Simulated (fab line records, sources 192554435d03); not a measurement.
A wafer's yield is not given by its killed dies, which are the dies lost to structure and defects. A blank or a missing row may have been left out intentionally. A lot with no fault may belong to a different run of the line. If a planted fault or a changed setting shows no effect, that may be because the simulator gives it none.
Lot-split experiment | flow n5_finfet | 21 wafers read across 7 lots, on a route 1938 steps long

## THE SPLIT ITSELF
At N5_BEOL_M2_EXPOSE_08 (exposes mask M2), the setting dose_mj was moved away from the recipe's 41.25 on 5 of the 21 wafers read, by -2.8% to +6.8%. This setting was run at the recipe's value on the other wafers.

## FROM THE SPLIT TO THE READING: what the file shows between them, 4 steps
- N5_BEOL_M2_PEB_09: peb time 60 s
- N5_BEOL_M2_DEVELOP_10: develop time 30 s
- N5_BEOL_M2_DESCUM_16: chemistry O2, time 7 s
- N5_BEOL_M2_ETCH_74: etches underlayer in N2/H2, target depth 6.5 nm, time 5.2 s

## THE READING
BEOL_M2.cd_offset_nm (the simulator's own value, which no gauge read), in nm, at N5_BEOL_M2_ETCH_63 (etches SiARC in CF4, target depth 15.6 nm, time 26 s). There is no usual value for it anywhere in the file. Here, 16 wafers ran the recipe; their average is 0.0 nm with a standard deviation of 0.2 nm.

wafer  | tool, chamber at the split | dose_mj as run | against the recipe | BEOL_M2.cd_offset_nm, nm | against lot-mates on the recipe
L074.3 | euv_scanner-02, 0          | 41.25          | recipe             | -0.2                     | -
L074.4 | euv_scanner-02, 0          | 40.1           | -2.8%              | -0.6                     | -0.4
L074.6 | euv_scanner-02, 0          | 40.1           | -2.8%              | -0.4                     | -0.2
L075.1 | euv_scanner-01, 0          | 41.25          | recipe             | -0.2                     | -
L075.3 | euv_scanner-01, 0          | 41.25          | recipe             | 0.4                      | -
L075.4 | euv_scanner-01, 0          | 41.25          | recipe             | 0.2                      | -
L079.1 | euv_scanner-01, 0          | 41.25          | recipe             | 0                        | -
L079.3 | euv_scanner-01, 0          | 41.25          | recipe             | 0.2                      | -
L079.6 | euv_scanner-01, 0          | 41.25          | recipe             | 0                        | -
L083.2 | euv_scanner-01, 0          | 43.34          | +5.1%              | 1                        | +0.9
L083.4 | euv_scanner-01, 0          | 41.25          | recipe             | 0                        | -
L083.6 | euv_scanner-01, 0          | 41.25          | recipe             | 0.2                      | -
L087.1 | euv_scanner-02, 0          | 44.06          | +6.8%              | 1.4                      | +1.2
L087.4 | euv_scanner-02, 0          | 41.25          | recipe             | 0.2                      | -
L087.6 | euv_scanner-02, 0          | 44.06          | +6.8%              | 1.4                      | +1.2
L090.3 | euv_scanner-02, 0          | 41.25          | recipe             | -0.2                     | -
L090.4 | euv_scanner-02, 0          | 41.25          | recipe             | 0                        | -
L090.5 | euv_scanner-02, 0          | 41.25          | recipe             | 0                        | -
L091.2 | euv_scanner-01, 0          | 41.25          | recipe             | 0                        | -
L091.5 | euv_scanner-01, 0          | 41.25          | recipe             | -0.2                     | -
L091.6 | euv_scanner-01, 0          | 41.25          | recipe             | -0.4                     | -

THE FIT
A straight line over all 21 wafers: BEOL_M2.cd_offset_nm changes by +0.2 nm for each +1% of dose_mj; r = +0.94; the points scatter about the line by 0.19 nm.
The same after taking each lot's own level away (the mean of its wafers on the recipe; 21 wafers): +0.166 nm for each +1%; r = +0.95; scatter 0.15 nm.
On that fit, the largest move of dose_mj shifts the reading by 1.1 nm.
Measured against the standard deviation above, the lots' own levels, which go from -0.20 to 0.20 nm, span 2.0 times it.
Thus the slope moves with the lot-to-lot level: the two fits are different.
Check: with one of the wafers moved furthest among these (+6.8%) left out of the fit, the line predicts +1.13 nm for it against its lot-mates. It came out at +1.2 nm against them.

## OTHER SPLITS ON THESE WAFERS
Other splits were also applied to these wafers ahead of the reading. Each is held against what the fit with the lots' levels taken away leaves over:
other split on the same wafers            | wafers away from the commonest value | r with BEOL_M2.cd_offset_nm (lot level and that fit taken away)
N5_MOL_CONTACT_COAG_ALD_27 time_s         | 7                                    | -0.28
N5_BEOL_M0_SAQP_PECVD_96 time_s           | 7                                    | +0.01
N5_BEOL_M0_SAQP_EXPOSE_11 dose_mj         | 5                                    | -0.19
N5_BEOL_M0_TRENCH_ETCH_107 target_depth_a | 8                                    | -0.06
N5_BEOL_M1_COAT_22 spin_rpm               | 4                                    | +0.27
N5_BEOL_M2_COAT_62 spin_rpm               | 5                                    | -0.21

## THE WHOLE CHAIN: every reading that the file lists as answering this split, in the file's order
step               | what it does                                                | reading                                                               | change (the file's fit)               | r (the file's)
N5_BEOL_M2_ETCH_74 | etches underlayer in N2/H2, target depth 6.5 nm, time 5.2 s | BEOL_M2.cd_offset_nm (the simulator's own value, which no gauge read) | +0.186 nm for each +1% of the setting | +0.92
N5_BEOL_M2_ETCH_63 | etches SiARC in CF4, target depth 15.6 nm, time 26 s        | BEOL_M2.cd_offset_nm (the simulator's own value, which no gauge read) | +0.17 nm for each +1% of the setting  | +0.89

## THE FILE'S OWN FIT
BEOL_M2.cd_offset_nm changes by +0.17 nm for each +1% of dose_mj, r = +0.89.
